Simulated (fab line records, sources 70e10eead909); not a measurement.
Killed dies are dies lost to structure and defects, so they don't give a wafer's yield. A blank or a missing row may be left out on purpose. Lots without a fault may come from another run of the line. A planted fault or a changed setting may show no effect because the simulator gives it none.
fab line records | flow nand_harc
record lots=22 wafers=66 last_day=33
route steps=1302 shown P_CONTACT@240 P_M0@266
lots that met no fault: from a run of the same line without faults
start_h: hours from the record's first day to the start of the lot's first wafer shown | wait_h: hours since the lot's step before | " the same as in the row above | L1.1+2: a row that stands for several wafers | - no value, or no start given | * or withheld: withheld | < > ~ a bound
route shown NAME@n: a module of which the file shows steps, and the number in the route of the first | usual: mean/standard deviation of fault-free wafers | same: alike in all rows | chamber/n: place in a boat | sites: the reading at each site | _std_site: their standard deviation | _edge_site: outer sites' mean less inner sites' | radius_mm: how far each site lies from the wafer's centre | mask NAME#n: copy n | behind: the tool/chamber that last shaped the wafer | hold: why the lot was held/for how many hours/how that ended | device: the transistor (n, p or np) that didn't switch | end of line: the same wafers' tests at the end of the route | a step without rows: its recipe alone | killed: dies lost to structure and defects at the first sort, not the wafer's yield | map: a wafer's dies, x killed, . not, _ none there
set.NAME: the setting as run; set.NAME@STEP: as run at that earlier step | model.NAME: the simulator's own value behind a step, which no gauge read
steps of the route over a sample of lots; a table a step, a row a wafer
services: from which hour (start_h, from the record's first day; less than 0 if before it) a tool's chamber was out of use, for how many hours, and why
## steps
# step NHARC_P_CONTACT_ETCH_31
# recipe target_depth_a=300 time_s=85.7 ion_energy_ev=120 over_etch_frac=1 ch3f_flow_sccm=50 o2_flow_sccm=30 ar_flow_sccm=200 rf_w=500 bias_w=100 chemistry=CH3F/O2
# usual drypump_motor_current_A=5.7/0.34 mfc_ar_sccm=199.9/0.6 oes_product_au=0.977/0.013 rf_vpp_V=244.1/1.6 showerhead_plenum_p_Torr=2.44/0.096 throttle_valve_pct=20.664/0.0088
# columns lot.wafer tool chamber start_h wait_h drypump_motor_current_A mfc_ar_sccm oes_product_au rf_hours_counter_h rf_vpp_V showerhead_plenum_p_Torr throttle_valve_pct
L074.2 rie_diel-01 1 - - 5.0 200.2 0.979 2.2 244.4 2.42 20.662
L074.3 " 2 " " 5.7 201.0 0.986 2.1 241.9 2.36 20.669
L074.6 " 1 " " 5.0 199.7 0.981 - 243.5 2.42 20.655
L075.4 rie_diel-10 0 - - 5.3 199.7 0.984 4.5 243.4 2.32 20.650
L075.6 " 3 " " 5.9 200.3 0.972 - 242.8 2.36 20.661
L075.5 " 0 " " 5.3 200.4 0.985 - 242.1 2.32 20.654
L076.3 rie_diel-03 0 - - 5.7 200.1 1.007 0.5 243.2 2.31 20.655
L076.2 " 2 " " 6.1 199.7 0.975 0.7 245.8 2.58 20.655
L076.6 " 0 " " 5.7 200.8 1.004 - 242.8 2.31 20.672
L077.4 rie_diel-10 1 - - 5.7 200.1 0.966 4.9 244.7 2.46 20.641
L077.2 " 2 " " 5.7 200.1 0.963 4.8 243.9 2.51 20.656
L077.5 " 3 " " 6.0 199.5 0.957 - 242.3 2.36 20.666
L078.1 rie_diel-03 3 - - 5.5 199.0 0.942 1.3 244.9 2.53 20.662
L078.3 " 0 " " 5.6 199.9 0.959 1.0 241.2 2.31 20.672
L078.6 " 3 " " 5.5 199.2 0.945 - 247.3 2.53 20.660
L079.4 rie_diel-03 2 - - 6.0 200.2 0.970 1.8 246.0 2.58 20.660
L079.1 " 3 " " 5.5 200.9 0.984 1.7 245.1 2.53 20.664
L079.5 " 1 " " 6.2 200.3 0.965 - 242.5 2.37 20.675
L080.2 rie_diel-01 2 - - 5.7 200.3 0.978 3.6 242.5 2.36 20.660
L080.1 " 3 " " 6.1 199.8 0.968 3.3 247.1 2.58 20.658
L080.4 " 0 " " 5.3 199.4 0.991 3.2 244.2 2.53 20.663
L081.2 rie_diel-03 3 - - 5.6 199.8 0.963 2.1 247.1 2.53 20.664
L081.3 " 0 " " 5.6 200.1 0.962 2.0 242.3 2.31 20.679
L081.4 " 2 " " 6.0 199.1 0.975 2.3 246.7 2.58 20.666
L082.3 rie_diel-03 3 - - 5.5 199.0 0.981 2.5 246.5 2.53 20.656
L082.1 " 0 " " 5.6 200.6 1.000 2.3 241.8 2.31 20.656
L082.5 " 2 " " 6.0 200.2 0.977 - 247.1 2.58 20.667
L083.3 rie_diel-10 1 - - 5.7 200.5 0.988 9.1 244.1 2.46 20.657
L083.5 " 1 " " 5.7 199.3 0.985 - 243.9 2.46 20.661
L083.6 " 2 " " 5.7 200.0 0.983 - 245.2 2.51 20.658
L084.3 rie_diel-10 1 - - 5.7 200.4 0.970 10.4 244.0 2.46 20.663
L084.2 " 3 " " 6.0 199.8 0.964 9.7 242.8 2.36 20.673
L084.6 " 2 " " 5.7 200.4 0.983 - 245.3 2.50 20.661
L085.2 rie_diel-10 0 - - 5.3 201.3 0.971 11.5 242.5 2.32 20.657
L085.4 " 1 " " 5.7 200.7 0.993 10.8 244.7 2.46 20.660
L085.5 " 0 " " 5.3 201.2 0.969 - 241.9 2.32 20.661
L088.2 rie_diel-03 3 - - 5.5 199.7 0.969 3.8 244.4 2.53 20.665
L088.3 " 0 " " 5.7 200.4 0.968 3.7 241.6 2.31 20.654
L088.6 " 2 " " 6.0 200.2 0.955 - 245.0 2.58 20.669
L087.1 rie_diel-10 0 - - 5.3 199.7 0.995 1.8 242.6 2.32 20.662
L087.5 " 3 " " 5.9 200.3 0.981 - 242.9 2.36 20.659
L087.6 " 0 " " 5.3 199.4 0.989 - 242.2 2.32 20.656
L089.1 rie_diel-10 0 - - 5.3 200.1 1.000 2.2 241.9 2.32 20.662
L089.5 " 1 " " 5.7 199.5 0.975 - 246.7 2.46 20.676
L089.6 " 2 " " 5.7 198.7 0.974 - 244.2 2.50 20.679
L090.2 rie_diel-03 1 - - 6.1 200.7 0.986 4.5 242.4 2.37 20.669
L090.1 " 2 " " 6.0 199.5 0.997 4.6 244.8 2.58 20.674
L090.5 " 0 " " 5.6 199.5 0.988 - 242.3 2.31 20.662
L091.4 rie_diel-01 0 - - 5.3 200.4 0.970 1.4 246.6 2.53 20.657
L091.2 " 2 " " 5.7 199.9 0.974 2.1 243.6 2.36 20.678
L091.5 " 0 " " 5.3 200.4 0.980 - 246.2 2.53 20.672
L093.1 rie_diel-03 3 - - 5.5 199.3 0.965 0.8 246.1 2.53 20.657
L093.2 " 1 " " 6.1 199.2 0.939 0.9 242.8 2.37 20.668
L093.4 " 2 " " 6.0 200.0 0.957 0.7 244.5 2.58 20.661
L094.3 rie_diel-01 0 - - 5.3 199.8 0.987 2.3 245.1 2.53 20.655
L094.1 " 2 " " 5.7 199.8 0.989 2.9 244.3 2.36 20.676
L094.2 " 3 " " 6.2 200.3 0.965 2.8 246.0 2.58 20.675
L095.1 rie_diel-01 0 - - 5.4 199.9 1.000 2.6 245.9 2.53 20.645
L095.3 " 2 " " 5.7 199.1 0.975 3.3 241.7 2.36 20.668
L095.4 " 3 " " 6.1 199.5 0.980 3.1 244.9 2.58 20.672
L097.1 rie_diel-01 1 - - 5.0 199.4 0.970 3.3 243.9 2.42 20.661
L097.4 " 2 " " 5.7 200.1 0.965 3.8 243.1 2.36 20.660
L097.3 " 0 " " 5.3 200.1 0.986 3.3 246.2 2.53 20.671
L096.2 rie_diel-03 3 - - 5.5 199.7 0.965 1.6 244.8 2.53 20.649
L096.4 " 0 " " 5.7 199.7 0.995 1.8 243.4 2.31 20.666
L096.6 " 3 " " 5.5 200.4 0.974 - 245.4 2.53 20.648
# step NHARC_P_CONTACT_ALD_22
# recipe target_thk_a=30 pulse_time_s=1 ald_cycles=150 temp_c=450 material=TiN
# usual heater_power_outer_w=692/100 heater_power_w=1069/130 precursor_pulse_height_rel=1.004/0.021
# columns lot.wafer tool chamber start_h wait_h heater_power_outer_w heater_power_w precursor_pulse_height_rel
L074.3 ald_metal-03 2 117.25 - 840 1257 0.986
L074.2 " 3 " " 566 873 1.041
L074.6 " 3 " " 554 847 1.010
L075.4 ald_metal-03 2 129.94 - 842 1293 1.052
L075.5 " 0 " " 680 1109 1.020
L075.6 " 1 " " 673 1005 0.983
L076.3 ald_metal-01 2 136.97 - 697 1001 0.991
L076.2 " 3 " " 750 1103 1.026
L076.6 " 1 " " 557 940 0.980
L077.2 ald_metal-02 3 151.07 - 595 985 1.004
L077.4 " 0 " " 669 1045 1.024
L077.5 " 2 " " 642 1064 1.010
L078.1 ald_metal-03 2 163.50 - 854 1267 1.009
L078.3 " 3 " " 563 856 1.032
L078.6 " 1 " " 667 1043 0.990
L079.1 ald_metal-03 0 170.14 - 691 1139 0.993
L079.4 " 1 " " 649 1043 1.020
L079.5 " 3 " " 559 862 0.997
L080.2 ald_metal-01 2 183.21 - 718 1017 0.994
L080.1 " 3 " " 740 1147 0.996
L080.4 " 1 " " 596 1038 1.016
L081.3 ald_metal-01 1 196.18 - 610 1004 0.990
L081.2 " 2 " " 709 1000 1.011
L081.4 " 3 " " 729 1110 1.015
L082.1 ald_metal-03 1 203.90 - 681 1015 0.983
L082.3 " 2 " " 855 1254 1.005
L082.5 " 1 " " 666 1035 0.998
L083.3 ald_metal-01 0 214.41 - 723 1136 0.999
L083.6 " 3 " " 728 1128 1.027
L083.5 " 0 " " 732 1204 1.027
L084.3 ald_metal-03 2 230.56 - 833 1247 1.011
L084.2 " 0 " " 638 1027 0.990
L084.6 " 1 " " 648 1005 1.008
L085.2 ald_metal-01 3 232.00 - 727 1098 1.002
L085.4 " 1 " " 635 990 0.993
L085.5 " 2 " " 704 984 1.005
L088.3 ald_metal-03 3 263.86 - 564 847 1.022
L088.2 " 2 " " 858 1241 1.006
L088.6 " 3 " " 568 863 1.032
L087.1 ald_metal-02 2 264.86 - 624 1060 1.046
L087.6 " 2 " " 648 1052 1.041
L087.5 " 3 " " 554 927 1.039
L089.1 ald_metal-03 3 269.89 - 565 875 0.987
L089.6 " 1 " " 652 959 1.018
L089.5 " 2 " " 832 1236 0.974
L090.2 ald_metal-02 1 273.52 - 907 1295 1.028
L090.1 " 2 " " 634 1060 1.012
L090.5 " 1 " " 901 1306 0.970
L091.4 ald_metal-03 2 285.17 - 838 1254 0.994
L091.2 " 1 " " 660 976 0.996
L091.5 " 3 " " 554 873 0.992
L093.4 ald_metal-03 1 316.45 - 667 984 0.986
L093.2 " 2 " " 852 1216 1.034
L093.1 " 0 " " 640 1043 0.963
L094.1 ald_metal-02 3 316.86 - 562 936 1.023
L094.3 " 0 " " 679 1072 0.986
L094.2 " 2 " " 661 1024 1.004
L095.4 ald_metal-01 1 330.87 - 609 1042 0.961
L095.3 " 3 " " 732 1143 1.010
L095.1 " 0 " " 725 1161 0.962
L097.3 ald_metal-02 2 348.12 - 659 1019 0.998
L097.1 " 3 " " 566 959 0.985
L097.4 " 0 " " 675 1087 1.019
L096.2 ald_metal-03 3 349.00 - 546 874 0.969
L096.4 " 1 " " 648 998 0.968
L096.6 " 2 " " 855 1232 1.014
# step NHARC_P_CONTACT_CMP_24
# recipe t_overpolish_s=30 target_thk_nm=200
# usual motor_current_A=12.5/1.2 overpolish_run_s=30.000/0.0094 pad_life_wafers=185/120 time_to_endpoint_s=39.9/2.2
# columns lot.wafer tool chamber start_h wait_h motor_current_A overpolish_run_s pad_life_wafers time_to_endpoint_s
L074.2 cmp-01 2 118.11 0.6 15.4 30.002 0 41.9
L074.3 " 1 " " 9.5 30.002 3 39.6
L074.6 " 3 " " 12.9 30.001 - 39.3
L075.4 cmp-04 2 130.78 0.4 12.1 29.992 61 38.8
L075.5 " 1 " " 13.4 29.987 - 39.5
L075.6 " 2 " " 12.4 29.994 - 37.1
L076.2 cmp-03 1 137.79 0.6 12.4 29.984 295 43.9
L076.3 " 3 " " 11.0 29.995 297 43.6
L076.6 " 0 " " 14.0 29.996 - 40.9
L077.2 cmp-04 3 151.93 0.6 12.5 30.007 164 40.3
L077.4 " 0 " " 13.0 29.986 165 36.5
L077.5 " 1 " " 13.4 30.002 - 36.5
L078.1 cmp-01 0 164.32 0.6 12.3 30.016 168 35.1
L078.3 " 3 " " 11.9 30.010 171 34.7
L078.6 " 1 " " 9.6 29.995 - 37.2
L079.4 cmp-04 3 171.01 0.3 12.3 30.000 210 38.4
L079.1 " 0 " " 13.1 30.009 211 40.2
L079.5 " 0 " " 13.6 30.010 - 40.4
L080.1 cmp-03 0 184.06 0.6 13.7 29.992 90 42.7
L080.4 " 1 " " 13.0 30.005 91 43.6
L080.2 " 3 " " 11.7 29.993 93 44.3
L081.3 cmp-04 1 197.04 0.3 12.8 29.991 307 39.9
L081.4 " 2 " " 12.2 30.001 308 39.7
L081.2 " 3 " " 11.8 30.011 309 41.4
L082.1 cmp-04 3 204.85 0.5 12.2 29.985 337 38.9
L082.3 " 0 " " 12.4 30.011 338 36.1
L082.5 " 2 " " 12.0 30.009 - 39.1
L083.3 cmp-03 1 215.29 0.4 13.6 30.007 272 40.2
L083.5 " 3 " " 11.3 29.989 - 37.8
L083.6 " 0 " " 13.6 30.005 - 38.9
L084.3 cmp-03 3 231.79 0.3 11.6 29.995 336 41.5
L084.2 " 2 " " 10.8 30.011 339 43.2
L084.6 " 3 " " 11.3 29.993 - 41.3
L085.2 cmp-01 2 232.83 0.5 14.7 30.016 54 38.0
L085.4 " 0 " " 12.1 30.004 56 38.3
L085.5 " 2 " " 14.9 29.997 - 41.9
L088.2 cmp-01 3 264.72 0.6 12.5 29.999 217 38.0
L088.3 " 0 " " 12.3 30.011 218 38.0
L088.6 " 3 " " 12.8 29.988 - 37.2
L087.1 cmp-04 1 265.79 0.6 13.0 30.003 225 43.6
L087.5 " 2 " " 12.3 30.000 - 41.8
L087.6 " 3 " " 11.9 29.987 - 44.4
L089.1 cmp-03 1 270.70 0.5 13.1 30.003 36 42.6
L089.5 " 1 " " 12.9 29.972 - 43.7
L089.6 " 2 " " 10.6 30.019 - 41.9
L090.1 cmp-04 2 274.44 0.6 12.3 29.996 259 44.0
L090.2 " 0 " " 13.3 29.995 261 40.1
L090.5 " 2 " " 12.3 30.007 - 40.3
L091.2 cmp-03 3 286.05 0.5 11.5 30.008 84 39.8
L091.4 " 0 " " 13.3 30.007 85 39.6
L091.5 " 3 " " 11.1 29.978 - 40.4
L093.4 cmp-04 0 317.29 0.3 13.0 29.990 30 37.5
L093.2 " 1 " " 12.4 30.000 31 35.6
L093.1 " 2 " " 12.8 30.006 32 37.4
L094.2 cmp-01 3 318.25 0.8 12.6 29.976 18 39.6
L094.1 " 1 " " 9.8 30.013 20 42.5
L094.3 " 2 " " 14.7 29.998 21 40.8
L095.4 cmp-03 0 331.76 0.4 13.7 30.006 265 39.9
L095.1 " 1 " " 12.8 30.004 266 39.2
L095.3 " 2 " " 10.8 30.008 267 40.3
L097.1 cmp-04 3 348.95 0.5 12.2 30.006 150 40.2
L097.3 " 0 " " 13.1 29.998 151 40.5
L097.4 " 2 " " 12.0 29.995 153 39.0
L096.2 cmp-03 2 349.83 0.6 10.2 29.999 360 37.6
L096.4 " 1 " " 12.4 30.003 363 41.6
L096.6 " 2 " " 11.0 30.011 - 39.1
# step NHARC_P_M0_DESCUM_14
# recipe time_s=3 o2_flow_sccm=200 ar_flow_sccm=0 bias_power_w=0 chemistry=O2
# usual drypump_motor_current_A=5.6/0.53 mfc_ar_sccm=0.008/0.012 oes_product_au=0.997/0.0084 rf_vpp_V=57.8/0.87 showerhead_plenum_p_Torr=1.91/0.11 throttle_valve_pct=11.310/0.01
# columns lot.wafer tool chamber start_h wait_h drypump_motor_current_A mfc_ar_sccm oes_product_au rf_hours_counter_h rf_vpp_V showerhead_plenum_p_Torr throttle_valve_pct
L074.2 rie_diel-11 2 119.60 0.1 6.4 0.011 0.995 17 57.8 1.80 11.315
L074.3 " 0 " " 5.5 0 0.993 12 57.3 1.91 11.308
L074.6 " 3 " " 5.4 0.015 1.008 - 57.1 1.83 11.322
L075.6 rie_diel-11 0 132.36 0.1 5.6 0 1.003 - 57.8 1.91 11.303
L075.4 " 1 " " 5.4 0.039 0.995 - 58.3 1.99 11.306
L075.5 " 2 " " 6.4 0.011 0.991 - 58.7 1.79 11.297
L076.3 rie_diel-04 3 139.13 0.1 6.3 0 0.985 22 58.8 1.79 11.319
L076.2 " 1 " " 5.6 0.003 0.991 25 58.9 2.04 11.305
L076.6 " 0 " " 4.9 0 0.991 - 58.0 2.04 11.307
L077.2 rie_diel-08 1 153.41 0.1 5.7 0 1.000 42 58.9 1.81 11.317
L077.4 " 2 " " 6.3 0.021 1.015 45 57.5 1.94 11.312
L077.5 " 3 " " 5.9 0.040 1.000 - 57.2 1.83 11.308
L078.1 rie_diel-08 3 165.69 0.1 5.9 0.040 0.999 49 57.1 1.83 11.297
L078.3 " 1 " " 5.8 0 1.003 45 59.7 1.81 11.313
L078.6 " 3 " " 5.9 0.040 1.002 - 58.2 1.83 11.304
L079.4 rie_diel-04 0 172.38 0.1 4.9 0 0.997 29 58.8 2.04 11.301
L079.1 " 2 " " 5.6 0.007 1.000 25 56.8 1.88 11.333
L079.5 " 0 " " 4.9 0 1.013 - 58.1 2.04 11.313
L080.4 rie_diel-08 2 185.72 0.4 6.3 0.021 0.999 60 57.7 1.94 11.321
L080.2 " 3 " " 5.9 0.040 0.999 60 57.0 1.82 11.291
L080.1 " 1 " " 5.7 0 1.007 56 58.2 1.80 11.300
L081.2 rie_diel-11 3 198.50 0.1 5.4 0.015 0.998 36 57.3 1.82 11.306
L081.4 " 1 " " 5.4 0.039 0.988 30 58.4 1.99 11.293
L081.3 " 2 " " 6.4 0.011 0.987 41 57.8 1.79 11.294
L082.1 rie_diel-04 1 206.32 0.1 5.6 0.003 0.993 2 57.7 2.04 11.314
L082.3 " 3 " " 6.3 0 1.003 2 56.5 1.79 11.303
L082.5 " 1 " " 5.6 0.003 1.002 - 58.2 2.04 11.315
L083.3 rie_diel-04 0 216.74 0.1 4.9 0 0.985 5 57.2 2.04 11.316
L083.5 " 0 " " 4.9 0 0.986 - 58.5 2.04 11.322
L083.6 " 1 " " 5.6 0.003 0.987 - 59.4 2.04 11.298
L084.3 rie_diel-08 2 233.15 0.1 6.3 0.021 1.015 11 58.4 1.93 11.326
L084.2 " 3 " " 5.9 0.040 1.009 9 57.6 1.82 11.332
L084.6 " 3 " " 5.8 0.040 1.005 - 58.4 1.82 11.293
L085.2 rie_diel-04 3 234.32 0.1 6.3 0 0.998 8 56.1 1.78 11.312
L085.5 " 2 " " 5.7 0.007 0.991 - 57.9 1.88 11.301
L085.4 " 3 " " 6.3 0 1.002 - 56.5 1.78 11.332
L088.3 rie_diel-04 2 266.07 0.1 5.7 0.007 0.994 11 57.5 1.88 11.309
L088.2 " 1 " " 5.6 0.003 0.999 11 58.3 2.04 11.317
L088.6 " 3 " " 6.3 0 0.998 - 58.1 1.78 11.300
L087.1 rie_diel-04 1 267.21 0.1 5.6 0.003 0.988 11 59.1 2.04 11.316
L087.5 " 0 " " 4.9 0 0.987 - 57.3 2.04 11.308
L087.6 " 1 " " 5.6 0.003 0.989 - 58.8 2.04 11.323
L089.1 rie_diel-08 1 272.21 0.1 5.7 0 1.003 26 58.4 1.79 11.309
L089.5 " 1 " " 5.7 0 0.990 - 57.9 1.79 11.305
L089.6 " 2 " " 6.3 0.021 1.010 - 57.2 1.93 11.309
L090.2 rie_diel-04 2 275.92 0.1 5.7 0.007 0.998 11 58.5 1.88 11.304
L090.1 " 3 " " 6.3 0 0.997 13 57.5 1.78 11.303
L090.5 " 1 " " 5.6 0.003 0.988 - 58.0 2.04 11.290
L091.2 rie_diel-04 0 287.55 0.1 4.9 0 0.998 16 59.3 2.03 11.315
L091.5 " 0 " " 4.9 0 0.993 - 58.7 2.03 11.307
L091.4 " 2 " " 5.7 0.007 0.987 - 58.1 1.87 11.309
L093.1 rie_diel-08 2 318.78 0.1 6.3 0.021 1.002 42 58.9 1.92 11.324
L093.2 " 3 " " 5.9 0.040 1.005 39 57.4 1.81 11.309
L093.4 " 0 " " 4.8 0 1.003 38 57.7 2.06 11.313
L094.2 rie_diel-04 0 320.00 0.1 4.9 0 1.002 22 58.3 2.03 11.311
L094.1 " 2 " " 5.6 0.007 1.004 19 58.2 1.87 11.306
L094.3 " 3 " " 6.3 0 0.989 20 56.9 1.78 11.312
L095.1 rie_diel-04 2 333.09 0.1 5.6 0.007 0.994 20 57.0 1.87 11.308
L095.3 " 0 " " 4.9 0 0.999 23 58.3 2.03 11.282
L095.4 " 0 " " 4.9 0 0.998 - 57.3 2.03 11.321
L097.3 rie_diel-04 0 350.44 0.1 4.9 0 0.995 27 59.3 2.03 11.329
L097.1 " 3 " " 6.3 0 0.982 25 56.6 1.78 11.291
L097.4 " 2 " " 5.6 0.007 0.990 - 56.5 1.87 11.298
L096.4 rie_diel-04 0 351.32 0.1 4.9 0 1.001 27 58.9 2.03 11.308
L096.2 " 3 " " 6.3 0 0.988 25 58.3 1.78 11.316
L096.6 " 0 " " 4.9 0 1.004 - 59.0 2.03 11.303
# step NHARC_P_M0_STRIP_18
# recipe power_w=1000 n2_flow_sccm=150 h2_flow_sccm=150 ar_flow_sccm=0 bias_w=0 chemistry=N2/H2
# usual drypump_motor_current_A=5.6/0.51 mfc_ar_sccm=0.007/0.011 oes_product_au=0.996/0.0074 rf_vpp_V=90.6/1.1 showerhead_plenum_p_Torr=2.04/0.12 throttle_valve_pct=14.172/0.0089
# columns lot.wafer tool chamber start_h wait_h drypump_motor_current_A mfc_ar_sccm oes_product_au rf_hours_counter_h rf_vpp_V showerhead_plenum_p_Torr throttle_valve_pct
L074.3 rie_diel-11 3 119.98 0.1 5.4 0.015 1.003 13 90.1 1.95 14.179
L074.2 " 2 " " 6.4 0.011 1.002 17 89.8 1.91 14.173
L074.6 " 3 " " 5.4 0.015 1.009 - 88.6 1.95 14.177
L075.4 rie_diel-04 3 132.82 0.1 6.3 0 0.995 21 89.3 1.90 14.158
L075.5 " 0 " " 4.9 0 0.996 - 91.0 2.18 14.173
L075.6 " 1 " " 5.6 0.003 0.995 - 91.5 2.18 14.178
L076.3 rie_diel-04 1 139.51 0.1 5.6 0.003 0.999 25 92.3 2.18 14.176
L076.2 " 3 " " 6.3 0 0.993 22 89.8 1.90 14.164
L076.6 " 1 " " 5.6 0.003 0.988 - 90.7 2.18 14.169
L077.4 rie_diel-04 3 153.82 0.1 6.3 0 0.995 24 90.5 1.90 14.186
L077.2 " 0 " " 4.9 0 0.996 26 90.5 2.18 14.157
L077.5 " 0 " " 4.9 0 0.997 - 91.7 2.18 14.194
L078.1 rie_diel-08 2 166.09 0.1 6.3 0.021 1.008 47 91.8 2.07 14.178
L078.3 " 0 " " 4.8 0 1.013 40 89.8 1.88 14.168
L078.6 " 1 " " 5.7 0 1.005 - 90.3 1.92 14.162
L079.1 rie_diel-04 2 173.41 0.7 5.7 0.007 1.009 25 90.2 2.00 14.181
L079.4 " 3 " " 6.3 0 0.990 28 91.0 1.90 14.189
L079.5 " 0 " " 4.9 0 1.005 - 91.6 2.18 14.178
L080.4 rie_diel-11 0 186.09 0.1 5.5 0 1.004 40 89.5 2.02 14.173
L080.1 " 1 " " 5.4 0.039 1.007 29 90.2 2.12 14.173
L080.2 " 2 " " 6.4 0.011 0.990 41 89.5 1.90 14.171
L081.3 rie_diel-04 2 198.90 0.1 5.6 0.007 0.991 1 92.5 2.00 14.178
L081.4 " 3 " " 6.3 0 0.988 1 90.3 1.90 14.161
L081.2 " 0 " " 4.9 0 0.999 1 91.1 2.18 14.171
L082.1 rie_diel-04 1 206.68 0.1 5.6 0.003 0.987 2 92.6 2.18 14.170
L082.3 " 3 " " 6.3 0 0.995 2 90.1 1.90 14.155
L082.5 " 1 " " 5.6 0.003 0.997 - 91.4 2.18 14.185
L083.3 rie_diel-08 0 217.14 0.1 4.8 0 0.992 5 92.5 2.22 14.159
L083.5 " 3 " " 5.9 0.040 0.989 - 89.4 1.94 14.169
L083.6 " 0 " " 4.8 0 0.998 - 91.8 2.22 14.185
L084.2 rie_diel-11 0 233.66 0.1 5.6 0 1.000 49 90.6 2.02 14.156
L084.3 " 1 " " 5.4 0.039 1.006 40 91.2 2.12 14.177
L084.6 " 2 " " 6.4 0.011 0.994 - 90.1 1.90 14.171
L085.2 rie_diel-08 1 234.73 0.1 5.7 0 1.005 12 91.0 1.91 14.160
L085.4 " 2 " " 6.3 0.021 1.001 11 90.4 2.06 14.179
L085.5 " 2 " " 6.3 0.021 1.010 - 90.9 2.06 14.171
L088.3 rie_diel-04 1 266.49 0.1 5.6 0.003 0.988 11 91.3 2.18 14.149
L088.2 " 2 " " 5.7 0.007 0.995 11 90.8 2.00 14.180
L088.6 " 0 " " 4.9 0 0.999 - 90.9 2.17 14.168
L087.1 rie_diel-04 1 267.60 0.1 5.6 0.003 0.990 12 91.7 2.18 14.176
L087.6 " 0 " " 4.9 0 1.003 - 92.7 2.17 14.176
L087.5 " 1 " " 5.6 0.003 0.995 - 89.2 2.18 14.168
L089.1 rie_diel-04 2 272.68 0.1 5.6 0.007 1.000 11 91.2 2.00 14.174
L089.5 " 0 " " 4.9 0 0.998 - 90.9 2.17 14.163
L089.6 " 1 " " 5.6 0.003 0.995 - 92.0 2.18 14.164
L090.1 rie_diel-04 1 276.34 0.1 5.6 0.003 0.997 12 90.2 2.18 14.161
L090.2 " 2 " " 5.7 0.007 1.002 11 91.5 2.00 14.164
L090.5 " 0 " " 4.9 0 0.995 - 89.7 2.17 14.164
L091.2 rie_diel-04 0 287.95 0.1 4.9 0 0.997 16 92.4 2.17 14.166
L091.4 " 0 " " 4.9 0 0.994 - 90.0 2.17 14.173
L091.5 " 2 " " 5.6 0.007 1.007 - 89.3 2.00 14.154
L093.1 rie_diel-04 2 319.18 0.1 5.7 0.007 0.983 19 90.7 1.99 14.170
L093.2 " 3 " " 6.3 0 0.988 20 88.9 1.89 14.181
L093.4 " 2 " " 5.6 0.007 0.986 - 90.7 2.00 14.158
L094.3 rie_diel-04 2 320.42 0.1 5.6 0.007 1.002 19 89.9 2.00 14.181
L094.1 " 3 " " 6.3 0 0.992 20 90.5 1.89 14.174
L094.2 " 0 " " 4.9 0 0.992 22 90.8 2.17 14.153
L095.1 rie_diel-04 2 334.07 0.6 5.7 0.007 0.994 20 89.8 2.00 14.160
L095.3 " 3 " " 6.3 0 0.982 22 89.3 1.89 14.178
L095.4 " 0 " " 4.9 0 1.001 - 92.0 2.17 14.170
L097.3 rie_diel-04 0 350.86 0.1 4.9 0 1.001 27 91.9 2.17 14.175
L097.1 " 3 " " 6.3 0 0.996 25 88.5 1.89 14.171
L097.4 " 2 " " 5.7 0.007 0.999 - 89.7 1.99 14.176
L096.4 rie_diel-11 2 351.73 0.1 6.4 0.011 1.000 35 89.2 1.88 14.174
L096.2 " 3 " " 5.4 0.015 0.995 35 91.4 1.92 14.180
L096.6 " 2 " " 6.4 0.011 1.013 - 89.7 1.88 14.172
# step NHARC_P_M0_PVD_20
# recipe target_thk_a=50 bias_v=168.6 power_w=15000 chamber_pressure_pa=0.12 time_s=8.06 substrate_temp_c=50 material=TaN
# usual throttle_valve_pct=30.2/0.84
# columns lot.wafer tool chamber start_h wait_h throttle_valve_pct
L074.2 pvd_sputter-03 - - - 30.5
L074.3 " - " " 31.5
L074.6 " - " " 30.6
L075.4 pvd_sputter-01 - - - 30.7
L075.5 " - " " 30.3
L075.6 " - " " 31.2
L076.2 pvd_sputter-03 - - - 31.4
L076.3 " - " " 30.7
L076.6 " - " " 29.7
L077.4 pvd_sputter-02 - - - 29.7
L077.2 " - " " 30.9
L077.5 " - " " 29.5
L078.3 pvd_sputter-02 - - - 29.7
L078.1 " - " " 29.6
L078.6 " - " " 29.3
L079.4 pvd_sputter-01 - - - 30.4
L079.1 " - " " 31.1
L079.5 " - " " 30.6
L080.4 pvd_sputter-01 - - - 30.6
L080.1 " - " " 29.9
L080.2 " - " " 31.4
L081.4 pvd_sputter-02 - - - 31.0
L081.2 " - " " 29.4
L081.3 " - " " 28.3
L082.1 pvd_sputter-01 - - - 30.7
L082.3 " - " " 30.1
L082.5 " - " " 31.5
L083.3 pvd_sputter-02 - - - 28.4
L083.5 " - " " 30.7
L083.6 " - " " 29.8
L084.3 pvd_sputter-02 - - - 29.7
L084.2 " - " " 29.6
L084.6 " - " " 28.1
L085.4 pvd_sputter-03 - - - 30.7
L085.2 " - " " 31.8
L085.5 " - " " 30.4
L088.2 pvd_sputter-01 - - - 30.6
L088.3 " - " " 30.7
L088.6 " - " " 30.5
L087.1 pvd_sputter-03 - - - 29.9
L087.5 " - " " 30.2
L087.6 " - " " 30.5
L089.1 pvd_sputter-03 - - - 29.8
L089.6 " - " " 29.7
L089.5 " - " " 30.0
L090.1 pvd_sputter-02 - - - 29.4
L090.2 " - " " 30.9
L090.5 " - " " 29.3
L091.4 pvd_sputter-03 - - - 30.5
L091.2 " - " " 31.7
L091.5 " - " " 30.3
L093.1 pvd_sputter-03 - - - 30.0
L093.2 " - " " 30.3
L093.4 " - " " 29.8
L094.3 pvd_sputter-03 - - - 30.7
L094.1 " - " " 31.4
L094.2 " - " " 29.5
L095.4 pvd_sputter-02 - - - 29.5
L095.3 " - " " 30.6
L095.1 " - " " 31.3
L097.1 pvd_sputter-02 - - - 29.0
L097.4 " - " " 31.0
L097.3 " - " " 29.5
L096.2 pvd_sputter-01 - - - 30.7
L096.4 " - " " 28.9
L096.6 " - " " 30.5
## services
# columns tool chamber start_h hours kind
rie_diel-04 1 95.20 3.5 repair
rie_diel-04 3 96.46 5.1 repair
rie_diel-03 - 104.30 9.0 pm
cmp-04 - 111.00 4.0 pm
cmp-04 - 122.94 1.1 repair
rie_diel-08 0 126.90 15.9 repair
cmp-04 - 147.04 0.4 repair
rie_diel-08 0 171.81 4.1 repair
rie_diel-04 - 177.90 9.0 pm
ald_metal-03 0 186.63 3.8 repair
rie_diel-04 2 191.57 1.8 repair
rie_diel-08 - 193.42 9.0 pm
rie_diel-03 3 203.77 3.9 repair
rie_diel-08 - 203.79 0.5 repair
cmp-04 - 209.15 4.0 pm
ald_metal-03 - 212.00 10.0 pm
rie_diel-03 1 214.65 5.4 repair
rie_diel-08 3 222.92 3.5 repair
rie_diel-08 0 227.95 4.6 repair
rie_diel-04 1 232.68 6.2 repair
rie_diel-03 - 281.30 9.0 pm
rie_diel-04 1 283.04 68.2 repair
ald_metal-03 - 328.11 0.7 repair
rie_diel-04 2 328.15 2.9 repair
## key
fault none
